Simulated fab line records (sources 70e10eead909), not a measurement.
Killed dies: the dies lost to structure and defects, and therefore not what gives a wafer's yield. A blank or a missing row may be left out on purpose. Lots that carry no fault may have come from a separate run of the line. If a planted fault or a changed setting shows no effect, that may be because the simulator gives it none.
fab line records || flow nandHarc
record: {"lots": 5, "wafers": 15, "lastDay": 34}
route steps=1302 shown A_BONDPAD@1208
lots that met no fault: from a run of the same line without faults
startH: hours from the record's opening day to when the first of the lot's shown wafers began || waitH: hours since the lot's step before || " same as the row above || L1.1+2: a single row standing in for several wafers || - no value, or no start given || * or withheld: withheld || < > ~ a bound
route shown NAME@n: NAME is a module with steps in the file, n the number in the route of the first one || usual: mean/standard deviation of fault-free wafers || same: alike in all rows || chamber/n: place in a boat || sites: per-site readings || _std_site: the standard deviation of these || _edge_site: outer sites' mean less inner sites' || radiusMm: for every site, how far away it sits from the centre of the wafer || mask NAME#n: copy n || behind: the most recent tool/chamber to have shaped the wafer || hold: why the lot went on hold/how many hours it stayed there/how the hold came to an end || device: the n, p or np transistor that did not switch || end of line: the tests these same wafers got at the end of their route || where a step has no rows: the recipe by itself || killed: dies lost to structure and defects at the first sort, not the wafer's yield || map: shows each die of a wafer: x if killed, . if not, _ if none is there
set.NAME: the setting the step ran with; set.NAME@STEP: the setting that earlier step ran with || model.NAME: the simulator's own value behind a step, which no gauge read
lots at selected steps of the route; one table per step, one row per wafer
services: when a tool's chamber went out of use (startH, in hours from the record's first day, below 0 if earlier), for how many hours, and the reason
== steps ==
step: NHARC_A_BONDPAD_COAT_33
recipe: {"tempC": 200, "timeS": 65}
step: NHARC_A_BONDPAD_COAT_03
recipe: {"spinRpm": 2000, "resistThkNm": 600}
step: NHARC_A_BONDPAD_SOFTBAKE_04
recipe: {"tempC": 125, "timeS": 70}
step: NHARC_A_BONDPAD_EBR_05
step: NHARC_A_BONDPAD_EXPOSE_06
recipe: {"na": 0.55, "doseMj": 36.99, "maskId": "A_BPAD"}
step: NHARC_A_BONDPAD_PEB_07
recipe: {"pebTempC": 128, "pebTimeS": 80}
step: NHARC_A_BONDPAD_DEVELOP_08
recipe: {"timeS": 50, "devTempC": 22}
step: NHARC_A_BONDPAD_CD_MEAS_09
recipe: {"targetCdNm": 500, "landingEnergyEv": 500}
usual: {"cdNm": "499.7/1.6"}
{"lot.wafer": "L927.1", "tool": "cdSem-02", "chamber": 0, "startH": 664.54, "waitH": "-", "cdNm": 501.6}
{"lot.wafer": "L927.2", "tool": "cdSem-02", "chamber": 0, "startH": 664.54, "waitH": "-", "cdNm": 499.3}
{"lot.wafer": "L927.4", "tool": "cdSem-02", "chamber": 0, "startH": 664.54, "waitH": "-", "cdNm": 498.1}
{"lot.wafer": "L930.3", "tool": "cdSem-01", "chamber": 0, "startH": 695.22, "waitH": "-", "cdNm": 499.0}
{"lot.wafer": "L930.4", "tool": "cdSem-01", "chamber": 0, "startH": 695.22, "waitH": "-", "cdNm": 496.6}
{"lot.wafer": "L930.6", "tool": "cdSem-01", "chamber": 0, "startH": 695.22, "waitH": "-", "cdNm": 498.6}
{"lot.wafer": "L932.2", "tool": "cdSem-02", "chamber": 0, "startH": 717.72, "waitH": "-", "cdNm": 499.5}
{"lot.wafer": "L932.5", "tool": "cdSem-02", "chamber": 0, "startH": 717.72, "waitH": "-", "cdNm": 500.4}
{"lot.wafer": "L932.6", "tool": "cdSem-02", "chamber": 0, "startH": 717.72, "waitH": "-", "cdNm": 501.4}
{"lot.wafer": "L936.1", "tool": "cdSem-01", "chamber": 0, "startH": 756.65, "waitH": "-", "cdNm": 499.6}
{"lot.wafer": "L936.4", "tool": "cdSem-01", "chamber": 0, "startH": 756.65, "waitH": "-", "cdNm": 499.9}
{"lot.wafer": "L936.5", "tool": "cdSem-01", "chamber": 0, "startH": 756.65, "waitH": "-", "cdNm": 495.4}
{"lot.wafer": "L937.1", "tool": "cdSem-01", "chamber": 0, "startH": 780.09, "waitH": "-", "cdNm": 498.6}
{"lot.wafer": "L937.2", "tool": "cdSem-01", "chamber": 0, "startH": 780.09, "waitH": "-", "cdNm": 500.8}
{"lot.wafer": "L937.4", "tool": "cdSem-01", "chamber": 0, "startH": 780.09, "waitH": "-", "cdNm": 499.4}
step: NHARC_A_BONDPAD_OVL_MEAS_35
usual: {"overlayXNm": "-1/5.5", "overlayYNm": "1/5.7"}
{"lot.wafer": "L927.1", "tool": "overlay-02", "chamber": "-", "startH": 664.63, "waitH": "-", "overlayXNm": -1, "overlayYNm": 2}
{"lot.wafer": "L927.2", "tool": "overlay-02", "chamber": "-", "startH": 664.63, "waitH": "-", "overlayXNm": -1, "overlayYNm": 2}
{"lot.wafer": "L927.4", "tool": "overlay-02", "chamber": "-", "startH": 664.63, "waitH": "-", "overlayXNm": -1, "overlayYNm": 2}
{"lot.wafer": "L930.3", "tool": "overlay-02", "chamber": "-", "startH": 695.31, "waitH": "-", "overlayXNm": 1, "overlayYNm": 4}
{"lot.wafer": "L930.4", "tool": "overlay-02", "chamber": "-", "startH": 695.31, "waitH": "-", "overlayXNm": 2, "overlayYNm": 3}
{"lot.wafer": "L930.6", "tool": "overlay-02", "chamber": "-", "startH": 695.31, "waitH": "-", "overlayXNm": 1, "overlayYNm": 3}
{"lot.wafer": "L932.2", "tool": "overlay-01", "chamber": "-", "startH": 717.80, "waitH": "-", "overlayXNm": -7, "overlayYNm": -4}
{"lot.wafer": "L932.5", "tool": "overlay-01", "chamber": "-", "startH": 717.80, "waitH": "-", "overlayXNm": -7, "overlayYNm": -4}
{"lot.wafer": "L932.6", "tool": "overlay-01", "chamber": "-", "startH": 717.80, "waitH": "-", "overlayXNm": -6, "overlayYNm": -4}
{"lot.wafer": "L936.1", "tool": "overlay-02", "chamber": "-", "startH": 756.74, "waitH": "-", "overlayXNm": 6, "overlayYNm": 1}
{"lot.wafer": "L936.4", "tool": "overlay-02", "chamber": "-", "startH": 756.74, "waitH": "-", "overlayXNm": 5, "overlayYNm": 1}
{"lot.wafer": "L936.5", "tool": "overlay-02", "chamber": "-", "startH": 756.74, "waitH": "-", "overlayXNm": 6, "overlayYNm": 1}
{"lot.wafer": "L937.1", "tool": "overlay-01", "chamber": "-", "startH": 780.18, "waitH": "-", "overlayXNm": 3, "overlayYNm": -11}
{"lot.wafer": "L937.2", "tool": "overlay-01", "chamber": "-", "startH": 780.18, "waitH": "-", "overlayXNm": 3, "overlayYNm": -11}
{"lot.wafer": "L937.4", "tool": "overlay-01", "chamber": "-", "startH": 780.18, "waitH": "-", "overlayXNm": 3, "overlayYNm": -12}
step: NHARC_A_BONDPAD_HARDBAKE_10
recipe: {"tempC": 118, "timeS": 65}
step: NHARC_A_BONDPAD_DESCUM_11
recipe: {"timeS": 3, "o2FlowSccm": 200, "arFlowSccm": 0, "biasPowerW": 0, "chemistry": "O2"}
usual: {"drypumpMotorCurrentA": "5.5/0.39", "oesProductAu": "1.001/0.01", "rfVppV": "57.5/0.9", "showerheadPlenumPTorr": "1.86/0.061", "throttleValvePct": "11.311/0.009"}
{"lot.wafer": "L927.4", "tool": "rieDiel-05", "chamber": 2, "startH": 664.75, "waitH": "-", "drypumpMotorCurrentA": 5.8, "oesProductAu": 1.008, "rfHoursCounterH": 1, "rfVppV": 58.3, "showerheadPlenumPTorr": 1.82, "throttleValvePct": 11.300}
{"lot.wafer": "L927.2", "tool": "rieDiel-05", "chamber": 3, "startH": 664.75, "waitH": "-", "drypumpMotorCurrentA": 5.8, "oesProductAu": 1.005, "rfHoursCounterH": 1, "rfVppV": 57.1, "showerheadPlenumPTorr": 1.90, "throttleValvePct": 11.292}
{"lot.wafer": "L927.1", "tool": "rieDiel-05", "chamber": 0, "startH": 664.75, "waitH": "-", "drypumpMotorCurrentA": 4.8, "oesProductAu": 1.005, "rfHoursCounterH": 1, "rfVppV": 56.5, "showerheadPlenumPTorr": 1.86, "throttleValvePct": 11.319}
{"lot.wafer": "L930.4", "tool": "rieDiel-06", "chamber": 0, "startH": 695.43, "waitH": "-", "drypumpMotorCurrentA": 4.9, "oesProductAu": 1.006, "rfHoursCounterH": 4, "rfVppV": 57.9, "showerheadPlenumPTorr": 2.06, "throttleValvePct": 11.300}
{"lot.wafer": "L930.3", "tool": "rieDiel-06", "chamber": 2, "startH": 695.43, "waitH": "-", "drypumpMotorCurrentA": 6.0, "oesProductAu": 1.004, "rfHoursCounterH": 5, "rfVppV": 57.3, "showerheadPlenumPTorr": 1.80, "throttleValvePct": 11.292}
{"lot.wafer": "L930.6", "tool": "rieDiel-06", "chamber": 1, "startH": 695.43, "waitH": "-", "drypumpMotorCurrentA": 5.3, "oesProductAu": 0.993, "rfHoursCounterH": "-", "rfVppV": 58.1, "showerheadPlenumPTorr": 1.86, "throttleValvePct": 11.317}
{"lot.wafer": "L932.2", "tool": "rieDiel-11", "chamber": 0, "startH": 717.94, "waitH": "-", "drypumpMotorCurrentA": 5.3, "oesProductAu": 1.006, "rfHoursCounterH": 34, "rfVppV": 56.7, "showerheadPlenumPTorr": 1.79, "throttleValvePct": 11.314}
{"lot.wafer": "L932.5", "tool": "rieDiel-11", "chamber": 3, "startH": 717.94, "waitH": "-", "drypumpMotorCurrentA": 5.5, "oesProductAu": 1.006, "rfHoursCounterH": "-", "rfVppV": 58.0, "showerheadPlenumPTorr": 1.95, "throttleValvePct": 11.316}
{"lot.wafer": "L932.6", "tool": "rieDiel-11", "chamber": 0, "startH": 717.94, "waitH": "-", "drypumpMotorCurrentA": 5.3, "oesProductAu": 1.011, "rfHoursCounterH": "-", "rfVppV": 57.4, "showerheadPlenumPTorr": 1.79, "throttleValvePct": 11.317}
{"lot.wafer": "L936.1", "tool": "rieDiel-05", "chamber": 1, "startH": 756.86, "waitH": "-", "drypumpMotorCurrentA": 5.5, "oesProductAu": 1.017, "rfHoursCounterH": 3, "rfVppV": 59.2, "showerheadPlenumPTorr": 1.84, "throttleValvePct": 11.329}
{"lot.wafer": "L936.4", "tool": "rieDiel-05", "chamber": 2, "startH": 756.86, "waitH": "-", "drypumpMotorCurrentA": 5.8, "oesProductAu": 1.016, "rfHoursCounterH": 3, "rfVppV": 58.0, "showerheadPlenumPTorr": 1.82, "throttleValvePct": 11.302}
{"lot.wafer": "L936.5", "tool": "rieDiel-05", "chamber": 2, "startH": 756.86, "waitH": "-", "drypumpMotorCurrentA": 5.7, "oesProductAu": 1.012, "rfHoursCounterH": "-", "rfVppV": 58.2, "showerheadPlenumPTorr": 1.82, "throttleValvePct": 11.328}
{"lot.wafer": "L937.1", "tool": "rieDiel-05", "chamber": 1, "startH": 780.31, "waitH": "-", "drypumpMotorCurrentA": 5.5, "oesProductAu": 1.010, "rfHoursCounterH": 0, "rfVppV": 56.1, "showerheadPlenumPTorr": 1.84, "throttleValvePct": 11.308}
{"lot.wafer": "L937.4", "tool": "rieDiel-05", "chamber": 2, "startH": 780.31, "waitH": "-", "drypumpMotorCurrentA": 5.8, "oesProductAu": 1.004, "rfHoursCounterH": 0, "rfVppV": 58.9, "showerheadPlenumPTorr": 1.82, "throttleValvePct": 11.301}
{"lot.wafer": "L937.2", "tool": "rieDiel-05", "chamber": 0, "startH": 780.31, "waitH": "-", "drypumpMotorCurrentA": 4.8, "oesProductAu": 1.006, "rfHoursCounterH": 0, "rfVppV": 56.3, "showerheadPlenumPTorr": 1.86, "throttleValvePct": 11.315}
step: NHARC_A_BONDPAD_ETCH_34
recipe: {"targetDepthA": 600, "overetchA": 180, "timeS": 65.91, "ionEnergyEv": 200, "n2FlowSccm": 150, "h2FlowSccm": 150, "arFlowSccm": 0, "rfW": 400, "biasW": 150, "chemistry": "N2/H2"}
usual: {"drypumpMotorCurrentA": "5.5/0.42", "n2FlowSccm": "150.0/0.43", "oesProductAu": "1.001/0.011", "rfVppV": "428.9/1.8", "runLengthS": "87.2/0.44", "showerheadPlenumPTorr": "1.98/0.059", "throttleValvePct": "14.172/0.0089"}
{"lot.wafer": "L927.1", "tool": "rieDiel-05", "chamber": 1, "startH": 664.84, "waitH": 0.1, "drypumpMotorCurrentA": 5.5, "n2FlowSccm": 149.8, "oesProductAu": 1.008, "rfHoursCounterH": 1, "rfVppV": 428.0, "runLengthS": 86.5, "showerheadPlenumPTorr": 1.96, "throttleValvePct": 14.190}
{"lot.wafer": "L927.4", "tool": "rieDiel-05", "chamber": 2, "startH": 664.84, "waitH": 0.1, "drypumpMotorCurrentA": 5.8, "n2FlowSccm": 150.0, "oesProductAu": 1.008, "rfHoursCounterH": 1, "rfVppV": 428.1, "runLengthS": 87.4, "showerheadPlenumPTorr": 1.94, "throttleValvePct": 14.159}
{"lot.wafer": "L927.2", "tool": "rieDiel-05", "chamber": 3, "startH": 664.84, "waitH": 0.1, "drypumpMotorCurrentA": 5.9, "n2FlowSccm": 149.8, "oesProductAu": 1.002, "rfHoursCounterH": 1, "rfVppV": 429.8, "runLengthS": 87.1, "showerheadPlenumPTorr": 2.02, "throttleValvePct": 14.172}
{"lot.wafer": "L930.3", "tool": "rieDiel-06", "chamber": 0, "startH": 695.51, "waitH": 0.1, "drypumpMotorCurrentA": 4.9, "n2FlowSccm": 149.6, "oesProductAu": 0.996, "rfHoursCounterH": 4, "rfVppV": 435.5, "runLengthS": 87.6, "showerheadPlenumPTorr": 2.20, "throttleValvePct": 14.163}
{"lot.wafer": "L930.4", "tool": "rieDiel-06", "chamber": 3, "startH": 695.51, "waitH": 0.1, "drypumpMotorCurrentA": 5.6, "n2FlowSccm": 149.8, "oesProductAu": 1.009, "rfHoursCounterH": 5, "rfVppV": 426.5, "runLengthS": 86.8, "showerheadPlenumPTorr": 1.91, "throttleValvePct": 14.160}
{"lot.wafer": "L930.6", "tool": "rieDiel-06", "chamber": 0, "startH": 695.51, "waitH": 0.1, "drypumpMotorCurrentA": 5.0, "n2FlowSccm": 149.7, "oesProductAu": 0.998, "rfHoursCounterH": "-", "rfVppV": 434.1, "runLengthS": 87.3, "showerheadPlenumPTorr": 2.20, "throttleValvePct": 14.163}
{"lot.wafer": "L932.2", "tool": "rieDiel-11", "chamber": 3, "startH": 718.02, "waitH": 0.1, "drypumpMotorCurrentA": 5.5, "n2FlowSccm": 150.2, "oesProductAu": 0.992, "rfHoursCounterH": 37, "rfVppV": 430.7, "runLengthS": 87.6, "showerheadPlenumPTorr": 2.08, "throttleValvePct": 14.166}
{"lot.wafer": "L932.5", "tool": "rieDiel-11", "chamber": 2, "startH": 718.02, "waitH": 0.1, "drypumpMotorCurrentA": 6.0, "n2FlowSccm": 150.2, "oesProductAu": 0.996, "rfHoursCounterH": "-", "rfVppV": 433.0, "runLengthS": 87.2, "showerheadPlenumPTorr": 2.14, "throttleValvePct": 14.180}
{"lot.wafer": "L932.6", "tool": "rieDiel-11", "chamber": 3, "startH": 718.02, "waitH": 0.1, "drypumpMotorCurrentA": 5.5, "n2FlowSccm": 150.1, "oesProductAu": 0.999, "rfHoursCounterH": "-", "rfVppV": 431.2, "runLengthS": 88.0, "showerheadPlenumPTorr": 2.08, "throttleValvePct": 14.169}
{"lot.wafer": "L936.4", "tool": "rieDiel-05", "chamber": 1, "startH": 756.95, "waitH": 0.1, "drypumpMotorCurrentA": 5.5, "n2FlowSccm": 149.7, "oesProductAu": 1.024, "rfHoursCounterH": 3, "rfVppV": 427.8, "runLengthS": 86.6, "showerheadPlenumPTorr": 1.96, "throttleValvePct": 14.175}
{"lot.wafer": "L936.1", "tool": "rieDiel-05", "chamber": 2, "startH": 756.95, "waitH": 0.1, "drypumpMotorCurrentA": 5.8, "n2FlowSccm": 149.5, "oesProductAu": 1.016, "rfHoursCounterH": 3, "rfVppV": 428.3, "runLengthS": 87.7, "showerheadPlenumPTorr": 1.94, "throttleValvePct": 14.186}
{"lot.wafer": "L936.5", "tool": "rieDiel-05", "chamber": 2, "startH": 756.95, "waitH": 0.1, "drypumpMotorCurrentA": 5.8, "n2FlowSccm": 149.9, "oesProductAu": 1.016, "rfHoursCounterH": "-", "rfVppV": 428.5, "runLengthS": 87.4, "showerheadPlenumPTorr": 1.94, "throttleValvePct": 14.163}
{"lot.wafer": "L937.4", "tool": "rieDiel-05", "chamber": 0, "startH": 780.39, "waitH": 0.1, "drypumpMotorCurrentA": 4.8, "n2FlowSccm": 150.4, "oesProductAu": 1.016, "rfHoursCounterH": 0, "rfVppV": 428.5, "runLengthS": 87.4, "showerheadPlenumPTorr": 1.98, "throttleValvePct": 14.162}
{"lot.wafer": "L937.2", "tool": "rieDiel-05", "chamber": 1, "startH": 780.39, "waitH": 0.1, "drypumpMotorCurrentA": 5.5, "n2FlowSccm": 150.1, "oesProductAu": 1.012, "rfHoursCounterH": 0, "rfVppV": 427.4, "runLengthS": 86.7, "showerheadPlenumPTorr": 1.96, "throttleValvePct": 14.170}
{"lot.wafer": "L937.1", "tool": "rieDiel-05", "chamber": 3, "startH": 780.39, "waitH": 0.1, "drypumpMotorCurrentA": 5.9, "n2FlowSccm": 150.1, "oesProductAu": 0.988, "rfHoursCounterH": 0, "rfVppV": 428.5, "runLengthS": 87.1, "showerheadPlenumPTorr": 2.02, "throttleValvePct": 14.174}
step: NHARC_A_BONDPAD_ETCH_12
recipe: {"targetDepthA": 2200, "timeS": 110, "chf3FlowSccm": 50, "o2FlowSccm": 10, "arFlowSccm": 200, "rfW": 500, "biasW": 200, "chemistry": "CHF3/O2"}
usual: {"drypumpMotorCurrentA": "5.5/0.41", "oesProductAu": "0.942/0.023", "rfVppV": "369.2/1.6", "runLengthS": "131.4/0.44", "showerheadPlenumPTorr": "2.34/0.066", "throttleValvePct": "20.572/0.0083"}
{"lot.wafer": "L927.4", "tool": "rieDiel-05", "chamber": 0, "startH": 664.93, "waitH": "-", "drypumpMotorCurrentA": 4.8, "oesProductAu": 0.989, "rfHoursCounterH": 1, "rfVppV": 370.0, "runLengthS": 131.3, "showerheadPlenumPTorr": 2.34, "throttleValvePct": 20.556}
{"lot.wafer": "L927.2", "tool": "rieDiel-05", "chamber": 1, "startH": 664.93, "waitH": "-", "drypumpMotorCurrentA": 5.5, "oesProductAu": 0.995, "rfHoursCounterH": 1, "rfVppV": 368.1, "runLengthS": 131.2, "showerheadPlenumPTorr": 2.31, "throttleValvePct": 20.578}
{"lot.wafer": "L927.1", "tool": "rieDiel-05", "chamber": 3, "startH": 664.93, "waitH": "-", "drypumpMotorCurrentA": 5.8, "oesProductAu": 0.959, "rfHoursCounterH": 1, "rfVppV": 370.2, "runLengthS": 114.7, "showerheadPlenumPTorr": 2.38, "throttleValvePct": 20.547}
{"lot.wafer": "L930.3", "tool": "rieDiel-06", "chamber": 1, "startH": 695.61, "waitH": "-", "drypumpMotorCurrentA": 5.3, "oesProductAu": 0.916, "rfHoursCounterH": 4, "rfVppV": 369.2, "runLengthS": 131.7, "showerheadPlenumPTorr": 2.34, "throttleValvePct": 20.559}
{"lot.wafer": "L930.4", "tool": "rieDiel-06", "chamber": 0, "startH": 695.61, "waitH": "-", "drypumpMotorCurrentA": 5.0, "oesProductAu": 0.926, "rfHoursCounterH": 4, "rfVppV": 373.8, "runLengthS": 131.8, "showerheadPlenumPTorr": 2.57, "throttleValvePct": 20.569}
{"lot.wafer": "L930.6", "tool": "rieDiel-06", "chamber": 2, "startH": 695.61, "waitH": "-", "drypumpMotorCurrentA": 6.0, "oesProductAu": 0.926, "rfHoursCounterH": "-", "rfVppV": 365.6, "runLengthS": 130.8, "showerheadPlenumPTorr": 2.26, "throttleValvePct": 20.569}
{"lot.wafer": "L932.2", "tool": "rieDiel-11", "chamber": 1, "startH": 718.11, "waitH": "-", "drypumpMotorCurrentA": 6.4, "oesProductAu": 0.937, "rfHoursCounterH": 37, "rfVppV": 372.3, "runLengthS": 130.9, "showerheadPlenumPTorr": 2.53, "throttleValvePct": 20.572}
{"lot.wafer": "L932.6", "tool": "rieDiel-11", "chamber": 0, "startH": 718.11, "waitH": "-", "drypumpMotorCurrentA": 5.3, "oesProductAu": 0.930, "rfHoursCounterH": "-", "rfVppV": 366.9, "runLengthS": 132.0, "showerheadPlenumPTorr": 2.25, "throttleValvePct": 20.571}
{"lot.wafer": "L932.5", "tool": "rieDiel-11", "chamber": 1, "startH": 718.11, "waitH": "-", "drypumpMotorCurrentA": 6.4, "oesProductAu": 0.931, "rfHoursCounterH": "-", "rfVppV": 373.3, "runLengthS": 130.9, "showerheadPlenumPTorr": 2.53, "throttleValvePct": 20.580}
{"lot.wafer": "L936.4", "tool": "rieDiel-05", "chamber": 2, "startH": 757.05, "waitH": "-", "drypumpMotorCurrentA": 5.8, "oesProductAu": 0.928, "rfHoursCounterH": 3, "rfVppV": 369.1, "runLengthS": 131.9, "showerheadPlenumPTorr": 2.29, "throttleValvePct": 20.586}
{"lot.wafer": "L936.1", "tool": "rieDiel-05", "chamber": 3, "startH": 757.05, "waitH": "-", "drypumpMotorCurrentA": 5.8, "oesProductAu": 0.923, "rfHoursCounterH": 3, "rfVppV": 370.6, "runLengthS": 131.2, "showerheadPlenumPTorr": 2.38, "throttleValvePct": 20.569}
{"lot.wafer": "L936.5", "tool": "rieDiel-05", "chamber": 2, "startH": 757.05, "waitH": "-", "drypumpMotorCurrentA": 5.8, "oesProductAu": 0.939, "rfHoursCounterH": "-", "rfVppV": 367.2, "runLengthS": 131.8, "showerheadPlenumPTorr": 2.29, "throttleValvePct": 20.579}
{"lot.wafer": "L937.2", "tool": "rieDiel-05", "chamber": 2, "startH": 780.48, "waitH": "-", "drypumpMotorCurrentA": 5.8, "oesProductAu": 0.950, "rfHoursCounterH": 0, "rfVppV": 366.0, "runLengthS": 131.7, "showerheadPlenumPTorr": 2.29, "throttleValvePct": 20.566}
{"lot.wafer": "L937.1", "tool": "rieDiel-05", "chamber": 3, "startH": 780.48, "waitH": "-", "drypumpMotorCurrentA": 5.8, "oesProductAu": 0.975, "rfHoursCounterH": 0, "rfVppV": 369.6, "runLengthS": 131.5, "showerheadPlenumPTorr": 2.38, "throttleValvePct": 20.562}
{"lot.wafer": "L937.4", "tool": "rieDiel-05", "chamber": 1, "startH": 780.48, "waitH": "-", "drypumpMotorCurrentA": 5.5, "oesProductAu": 0.962, "rfHoursCounterH": 0, "rfVppV": 369.2, "runLengthS": 130.6, "showerheadPlenumPTorr": 2.31, "throttleValvePct": 20.567}
step: NHARC_A_BONDPAD_CD_MEAS_13
usual: {"cdNm": "499.0/1.7"}
{"lot.wafer": "L927.1", "tool": "cdSem-01", "chamber": "-", "startH": 665.07, "waitH": "-", "cdNm": 500.5}
{"lot.wafer": "L927.2", "tool": "cdSem-01", "chamber": "-", "startH": 665.07, "waitH": "-", "cdNm": 498.5}
{"lot.wafer": "L927.4", "tool": "cdSem-01", "chamber": "-", "startH": 665.07, "waitH": "-", "cdNm": 496.9}
{"lot.wafer": "L930.3", "tool": "cdSem-02", "chamber": "-", "startH": 695.75, "waitH": "-", "cdNm": 498.2}
{"lot.wafer": "L930.4", "tool": "cdSem-02", "chamber": "-", "startH": 695.75, "waitH": "-", "cdNm": 494.7}
{"lot.wafer": "L930.6", "tool": "cdSem-02", "chamber": "-", "startH": 695.75, "waitH": "-", "cdNm": 496.9}
{"lot.wafer": "L932.2", "tool": "cdSem-03", "chamber": "-", "startH": 718.25, "waitH": "-", "cdNm": 499.2}
{"lot.wafer": "L932.5", "tool": "cdSem-03", "chamber": "-", "startH": 718.25, "waitH": "-", "cdNm": 500.8}
{"lot.wafer": "L932.6", "tool": "cdSem-03", "chamber": "-", "startH": 718.25, "waitH": "-", "cdNm": 500.3}
{"lot.wafer": "L936.1", "tool": "cdSem-02", "chamber": "-", "startH": 757.18, "waitH": "-", "cdNm": 498.5}
{"lot.wafer": "L936.4", "tool": "cdSem-02", "chamber": "-", "startH": 757.18, "waitH": "-", "cdNm": 498.6}
{"lot.wafer": "L936.5", "tool": "cdSem-02", "chamber": "-", "startH": 757.18, "waitH": "-", "cdNm": 494.0}
{"lot.wafer": "L937.1", "tool": "cdSem-02", "chamber": "-", "startH": 780.62, "waitH": "-", "cdNm": 497.8}
{"lot.wafer": "L937.2", "tool": "cdSem-02", "chamber": "-", "startH": 780.62, "waitH": "-", "cdNm": 500.1}
{"lot.wafer": "L937.4", "tool": "cdSem-02", "chamber": "-", "startH": 780.62, "waitH": "-", "cdNm": 498.5}
== services ==
{"tool": "rieDiel-05", "chamber": 0, "startH": 641.62, "hours": "-", "kind": "clean"}
{"tool": "rieDiel-05", "chamber": 1, "startH": 641.62, "hours": "-", "kind": "clean"}
{"tool": "rieDiel-05", "chamber": 2, "startH": 641.62, "hours": "-", "kind": "clean"}
{"tool": "rieDiel-05", "chamber": 3, "startH": 641.62, "hours": "-", "kind": "clean"}
{"tool": "rieDiel-06", "chamber": "-", "startH": 661.23, "hours": 9.0, "kind": "pm"}
{"tool": "rieDiel-05", "chamber": 0, "startH": 666.12, "hours": "-", "kind": "clean"}
{"tool": "rieDiel-05", "chamber": 1, "startH": 666.12, "hours": "-", "kind": "clean"}
{"tool": "rieDiel-05", "chamber": 2, "startH": 666.12, "hours": "-", "kind": "clean"}
{"tool": "rieDiel-05", "chamber": 3, "startH": 666.12, "hours": "-", "kind": "clean"}
{"tool": "rieDiel-11", "chamber": 0, "startH": 666.53, "hours": 5.0, "kind": "repair"}
{"tool": "rieDiel-05", "chamber": 0, "startH": 690.62, "hours": "-", "kind": "clean"}
{"tool": "rieDiel-05", "chamber": 1, "startH": 690.62, "hours": "-", "kind": "clean"}
{"tool": "rieDiel-05", "chamber": 2, "startH": 690.62, "hours": "-", "kind": "clean"}
{"tool": "rieDiel-05", "chamber": 3, "startH": 690.62, "hours": "-", "kind": "clean"}
{"tool": "rieDiel-05", "chamber": 0, "startH": 715.12, "hours": "-", "kind": "clean"}
{"tool": "rieDiel-05", "chamber": 1, "startH": 715.12, "hours": "-", "kind": "clean"}
{"tool": "rieDiel-05", "chamber": 2, "startH": 715.12, "hours": "-", "kind": "clean"}
{"tool": "rieDiel-11", "chamber": 2, "startH": 724.01, "hours": 20.3, "kind": "repair"}
{"tool": "rieDiel-11", "chamber": 0, "startH": 730.90, "hours": 4.9, "kind": "repair"}
{"tool": "rieDiel-06", "chamber": 2, "startH": 743.08, "hours": 4.0, "kind": "repair"}
{"tool": "rieDiel-05", "chamber": "-", "startH": 753.96, "hours": 0.3, "kind": "repair"}
{"tool": "rieDiel-06", "chamber": 0, "startH": 755.14, "hours": 10.5, "kind": "repair"}
{"tool": "rieDiel-05", "chamber": "-", "startH": 760.62, "hours": 9.0, "kind": "pm"}
{"tool": "rieDiel-11", "chamber": 0, "startH": 774.92, "hours": 4.4, "kind": "repair"}
== key ==
firstSign: {"step": "NHARC_A_BONDPAD_ETCH_12", "reading": "runLengthS", "direction": "down", "sigmas": 38, "usual": "*", "struck": "*"}
effect none on later readings
metAt NHARC_A_BONDPAD_ETCH_12
struckWafers L927.1
laterRowsLeftOut L927.1
sortLeftOut L927.1
fault: {"kind": "processParameterDrift", "tool": "rieDiel-05", "chamber": "-", "onsetH": 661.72, "steps": "NHARC_A_BONDPAD_ETCH_12", "channel": "timeS", "offset": "*", "shape": "step", "endH": 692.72, "scope": "struckWafersOnly", "actsIn": "*", "stated": "*"}
sortLeftOut: the simulated sort isn't trusted on such a fault, so these wafers' sort isn't shown, and their yield isn't known
laterRowsLeftOut: the simulator's readings of these wafers behind a module that went badly wrong aren't trusted and aren't shown, but for the sort
